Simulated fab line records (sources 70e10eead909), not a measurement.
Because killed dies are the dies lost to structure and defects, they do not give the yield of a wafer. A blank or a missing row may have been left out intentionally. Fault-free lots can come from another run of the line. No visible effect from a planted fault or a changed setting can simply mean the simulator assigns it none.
Chamber matching | flow nandHarc | NHARC_A_STAIRCASE_ETCH_253 on rieDiel-08 has 4 sister chambers
The step etches the open film in C4F8/O2, target depth 50 nm, time 20.2 s. 18 wafers are shown with their chamber, then 9 later ones without.

WAFERS PAIRED WITH THEIR CHAMBERS
wafer  | chamber | rfVppV (V) | oesProductAu (a.u.) | biasW (W)
L074.1 | 2       | 901        | 0.973               | 1000.5
L074.2 | 0       | 902        | 0.981               | 1000.3
L074.5 | 3       | 888        | 0.949               | 1002.2
L077.1 | 2       | 902        | 0.974               | 1001.7
L077.3 | 3       | 888        | 0.974               | 1001.1
L077.5 | 1       | 899        | 0.956               | 1002.1
L080.1 | 2       | 902        | 0.930               | 997.4
L080.3 | 1       | 900        | 0.917               | 1005.1
L080.5 | 1       | 900        | 0.919               | 1001.3
L083.1 | 2       | 900        | 0.994               | 999.6
L083.2 | 1       | 898        | 0.978               | 994.3
L083.3 | 3       | 888        | 0.956               | 1000.5
L085.1 | 3       | 888        | 0.967               | 1000.3
L085.2 | 2       | 900        | 0.973               | 994.9
L085.6 | 3       | 886        | 0.960               | 999.3
L086.1 | 1       | 898        | 0.948               | 994.6
L086.2 | 3       | 887        | 0.995               | 996.2
L086.5 | 2       | 899        | 1.003               | 1001.1

SIGNATURES (means of the wafers above)
reading      | chamber 0 | chamber 1 | chamber 2 | chamber 3 | scatter within a chamber
rfVppV       | 902.00    | 899.00    | 900.67    | 887.50    | 1.03
oesProductAu | 0.98100   | 0.94360   | 0.97450   | 0.96683   | 0.0226
biasW        | 1000.300  | 999.480   | 999.200   | 999.933   | 3.24
Rule: distance of a wafer from a chamber = root of the sum over the readings of ((wafer's reading minus chamber's mean) / reading's scatter) squared. The wafer belongs to the nearest chamber; if the next one is less than 2 further off, it can't be placed. How the scatter is found: for the shown wafers, subtract from each reading the mean of its chamber, square and add these, divide the total by (wafers less chambers), then take the root.

WAFERS MISSING THEIR CHAMBER
wafer  | rfVppV (V) | oesProductAu (a.u.) | biasW (W)
L084.2 | 901        | 0.922               | 1002.1
L084.3 | 887        | 0.929               | 999.2
L084.6 | 899        | 0.902               | 998.6
L088.2 | 887        | 0.973               | 1002.4
L088.3 | 900        | 0.990               | 997.6
L088.5 | 887        | 0.976               | 1001.6
L090.2 | 887        | 0.964               | 1000.2
L090.3 | 899        | 0.984               | 997.0
L090.5 | 899        | 0.966               | 1000.9

CHAMBER TAKEN BY EACH
wafer  | from the rows above          | in truth
L084.2 | can't be placed: 1 or 2 or 0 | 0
L084.3 | 3                            | 3
L084.6 | can't be placed: 1 or 2      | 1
L088.2 | 3                            | 3
L088.3 | can't be placed: 2 or 0 or 1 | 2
L088.5 | 3                            | 3
L090.2 | 3                            | 3
L090.3 | can't be placed: 2 or 1 or 0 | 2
L090.5 | can't be placed: 1 or 2 or 0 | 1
Correct placement for 4 of the 9. Unplaceable from these rows: 5, with the true chamber sitting among the candidates in 5. Number placed wrongly: 0.
